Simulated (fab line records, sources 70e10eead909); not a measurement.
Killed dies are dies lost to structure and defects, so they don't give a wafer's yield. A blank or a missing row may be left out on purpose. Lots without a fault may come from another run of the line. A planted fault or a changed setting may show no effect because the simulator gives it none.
Which tool did it? | flow nand_harc | 13 lots, 39 wafers sampled, at 6 steps of a route of 1302

WHAT THE GAUGES READ, wafer by wafer
NHARC_P_BONDPAD_THK_MEAS_33: measures by ellipsometry.
lot  | measured     | on            | thk_nm (nm)
L995 | day 6 16:22  | film_metro-01 | 197.3 200.1 199.9
L996 | day 6 17:07  | film_metro-01 | 197.6 199.0 199.4
L997 | day 7 05:22  | film_metro-01 | 202.4 200.9 202.6
L998 | day 7 17:55  | film_metro-01 | 199.2 202.0 200.0
L999 | day 8 03:52  | film_metro-01 | 202.5 202.3 201.0
L107 | day 11 11:49 | film_metro-02 | 197.8 201.3 199.7
L109 | day 12 17:23 | film_metro-02 | 198.8 201.7 201.0
L112 | day 13 20:41 | film_metro-02 | 202.3 199.9 201.1
L114 | day 14 10:09 | film_metro-01 | 201.1 199.7 199.9
L115 | day 14 22:56 | film_metro-01 | 198.5 197.8 197.6
L116 | day 15 06:08 | film_metro-02 | 198.4 200.9 201.0
L118 | day 16 11:13 | film_metro-02 | 200.8 201.7 199.8
L117 | day 16 11:29 | film_metro-02 | 200.4 202.3 200.7

NHARC_P_BONDPAD_THK_MEAS_20: measures by xrf.
lot  | measured     | on            | thk_nm (nm)
L995 | day 6 19:29  | film_metro-01 | 162.3 162.8 159.0
L996 | day 6 20:16  | film_metro-02 | 162.9 160.9 161.5
L997 | day 7 08:29  | film_metro-01 | 161.5 159.2 160.4
L998 | day 7 21:02  | film_metro-02 | 161.4 161.1 161.4
L999 | day 8 07:04  | film_metro-01 | 161.4 160.9 157.4
L107 | day 11 14:49 | film_metro-02 | 148.0 162.0 145.2
L109 | day 12 20:41 | film_metro-02 | 161.0 159.3 158.9
L112 | day 13 23:49 | film_metro-01 | 162.8 162.4 161.7
L114 | day 14 13:13 | film_metro-02 | 162.6 162.5 162.7
L115 | day 15 02:04 | film_metro-02 | 160.8 162.9 163.5
L116 | day 15 09:09 | film_metro-01 | 160.0 159.3 160.6
L118 | day 16 14:20 | film_metro-01 | 163.2 157.4 160.3
L117 | day 16 14:57 | film_metro-01 | 164.1 165.0 163.1

NHARC_END_SORT_01.
lot  | measured     | on        | defect_limited_yield (%) | killed_at_array | killed_at_other | killed_at_periphery | killed_dies | killed_open | killed_short
L995 | day 24 07:41 | prober-02 | 88.6 87.6 88.5           | 72 74 72        | 0 0 0           | 5 10 6              | 77 84 78    | 5 3 5       | 4 2 6
L996 | day 25 04:56 | prober-02 | 90.0 89.7 90.7           | 67 69 57        | 0 1 0           | 1 0 6               | 68 70 63    | 2 2 2       | 2 6 3
L997 | day 25 13:27 | prober-01 | 89.8 91.9 91.6           | 63 49 54        | 0 1 0           | 6 5 3               | 69 55 57    | 2 1 3       | 3 4 1
L998 | day 25 04:55 | prober-01 | 95.0 96.8 95.1           | 23 15 20        | 3 2 1           | 8 5 12              | 34 22 33    | 3 3 3       | 4 2 4
L999 | day 25 23:07 | prober-01 | 89.7 90.4 92.5           | 64 58 46        | 0 2 0           | 6 5 5               | 70 65 51    | 5 1 3       | 1 7 4
L107 | day 29 16:26 | prober-02 | 0 92.8 0                 | 53 45 45        | 1 0 1           | 623 4 631           | 677 49 677  | 2 3 5       | 0 0 1
L109 | day 30 18:28 | prober-01 | 96.5 96.5 95.9           | 16 20 22        | 3 2 5           | 5 2 1               | 24 24 28    | 5 5 1       | 0 2 1
L112 | day 30 23:26 | prober-02 | 91.7 90.3 88.6           | 52 58 74        | 0 0 0           | 4 8 3               | 56 66 77    | 4 0 1       | 1 3 3
L114 | day 32 08:04 | prober-01 | 83.8 86.6 88.0           | 104 85 73       | 2 0 2           | 4 6 6               | 110 91 81   | 3 4 4       | 5 2 2
L115 | day 32 17:13 | prober-01 | 86.1 88.6 88.6           | 80 67 74        | 3 1 1           | 11 9 2              | 94 77 77    | 4 5 9       | 2 1 3
L116 | day 33 03:35 | prober-02 | 94.5 93.8 94.2           | 33 37 38        | 0 1 0           | 4 4 1               | 37 42 39    | 4 2 4       | 0 1 2
L118 | day 34 06:13 | prober-02 | 93.2 95.1 91.1           | 40 27 53        | 1 3 1           | 5 3 6               | 46 33 60    | 4 1 5       | 2 4 3
L117 | day 34 06:13 | prober-01 | 88.3 88.8 92.2           | 69 69 50        | 0 0 0           | 10 7 3              | 79 76 53    | 2 5 4       | 3 1 1

WHICH TOOL RAN EACH LOT (tool, then ch and the chambers of the sampled wafers, then the start)
lot  | NHARC_P_BONDPAD_PRE_CLEAN_26            | NHARC_P_BONDPAD_PVD_17                  | NHARC_P_BONDPAD_ECD_18
L995 | pvd_sputter-02, day 6 18:26 or earlier  | pvd_sputter-02, day 6 18:26 or earlier  | ecd_cu-02 ch 0,1, day 6 18:26
L996 | pvd_sputter-01, day 6 19:16 or earlier  | pvd_sputter-01, day 6 19:16 or earlier  | ecd_cu-02 ch 0,1, day 6 19:16
L997 | pvd_sputter-01, day 7 07:32 or earlier  | pvd_sputter-01, day 7 07:32 or earlier  | ecd_cu-01 ch 0,1, day 7 07:32
L998 | pvd_sputter-01, day 7 19:59 or earlier  | pvd_sputter-01, day 7 19:59 or earlier  | ecd_cu-02 ch 0,1, day 7 19:59
L999 | pvd_sputter-02, day 8 05:59 or earlier  | pvd_sputter-02, day 8 05:59 or earlier  | ecd_cu-01 ch 0,1, day 8 05:59
L107 | pvd_sputter-01, day 11 13:53 or earlier | pvd_sputter-01, day 11 13:53 or earlier | ecd_cu-02 ch 0,1, day 11 13:53
L109 | pvd_sputter-01, day 12 19:37 or earlier | pvd_sputter-01, day 12 19:37 or earlier | ecd_cu-01 ch 0,1, day 12 19:37
L112 | pvd_sputter-02, day 13 22:49 or earlier | pvd_sputter-02, day 13 22:49 or earlier | ecd_cu-01 ch 0,1, day 13 22:49
L114 | pvd_sputter-01, day 14 12:16 or earlier | pvd_sputter-01, day 14 12:16 or earlier | ecd_cu-01 ch 0,1, day 14 12:16
L115 | pvd_sputter-02, day 15 01:01 or earlier | pvd_sputter-02, day 15 01:01 or earlier | ecd_cu-02 ch 0,1, day 15 01:01
L116 | pvd_sputter-03, day 15 08:05 or earlier | pvd_sputter-03, day 15 08:05 or earlier | ecd_cu-01 ch 0,1, day 15 08:05
L118 | pvd_sputter-01, day 16 13:23 or earlier | pvd_sputter-01, day 16 13:23 or earlier | ecd_cu-02 ch 0,1, day 16 13:23
L117 | pvd_sputter-02, day 16 13:41 or earlier | pvd_sputter-02, day 16 13:41 or earlier | ecd_cu-02 ch 0,1, day 16 13:41
- NHARC_P_BONDPAD_PRE_CLEAN_26: time 30 s.
- NHARC_P_BONDPAD_PVD_17: deposits TaN, target thk 5 nm, time 8.06 s.
- NHARC_P_BONDPAD_ECD_18: material Cu, target thk 400 nm.

WHAT THE TOOLS THEMSELVES READ (means of the sampled wafers that have a number; where no wafer has one, the mark that the record gives instead)
NHARC_P_BONDPAD_PRE_CLEAN_26.
lot  | tool           | heater_power_w (W)
L995 | pvd_sputter-02 | 393
L996 | pvd_sputter-01 | 404
L997 | pvd_sputter-01 | 365
L998 | pvd_sputter-01 | 402
L999 | pvd_sputter-02 | 346
L107 | pvd_sputter-01 | 392
L109 | pvd_sputter-01 | 469
L112 | pvd_sputter-02 | 342
L114 | pvd_sputter-01 | 348
L115 | pvd_sputter-02 | 388
L116 | pvd_sputter-03 | 446
L118 | pvd_sputter-01 | 380
L117 | pvd_sputter-02 | 359

NHARC_P_BONDPAD_PVD_17.
lot  | tool           | throttle_valve_pct (%)
L995 | pvd_sputter-02 | 30.9
L996 | pvd_sputter-01 | 30.4
L997 | pvd_sputter-01 | 30.9
L998 | pvd_sputter-01 | 29.6
L999 | pvd_sputter-02 | 30.9
L107 | pvd_sputter-01 | 31.3
L109 | pvd_sputter-01 | 30.1
L112 | pvd_sputter-02 | 30.7
L114 | pvd_sputter-01 | 31.2
L115 | pvd_sputter-02 | 30.7
L116 | pvd_sputter-03 | 29.9
L118 | pvd_sputter-01 | 31.9
L117 | pvd_sputter-02 | 30.6

THE ANSWER, worked out from the rows above alone
Rule: what is usual is taken from the lots themselves. Put in order of their means at a reading, lots are off if they are a third of the lots or fewer, leave a main group of 4 or more, and stand apart from it by a gap of 3 or more times the standard deviation of the main group's means; of several such gaps the widest counts. A main group whose means are all the same, to the digits that the tables above print for the reading, isn't used. A lot without any number at a reading at which 4 lots or more have one is off too. The other lots that the step has rows for count as sound. The gauges are gone through in route order, then the tools' own readings, and for those a lot's mean is taken as printed above. The first step at which some lot is off is used, and at that step the reading that is off furthest; a lot without a number counts as furthest.
Off: L107, at NHARC_P_BONDPAD_THK_MEAS_20 (thk_nm). The main group: mean 161.3 nm, standard deviation 1.3.
A tool fits if, at a process step before that reading, it ran every lot that is off, and no sound lot after the first of them. The gauges at NHARC_P_BONDPAD_THK_MEAS_20 aren't tried: what is off there is off at NHARC_END_SORT_01 too, on other tools, and a gauge's error can't cause that. NHARC_P_BONDPAD_PRE_CLEAN_26 gives no start for some lots, so the hours and the order of its lots are those of NHARC_P_BONDPAD_ECD_18. NHARC_P_BONDPAD_PVD_17 gives no start for some lots, so the hours and the order of its lots are those of NHARC_P_BONDPAD_ECD_18. None of those tried fits.

WHAT THE SIMULATOR HAD PUT IN
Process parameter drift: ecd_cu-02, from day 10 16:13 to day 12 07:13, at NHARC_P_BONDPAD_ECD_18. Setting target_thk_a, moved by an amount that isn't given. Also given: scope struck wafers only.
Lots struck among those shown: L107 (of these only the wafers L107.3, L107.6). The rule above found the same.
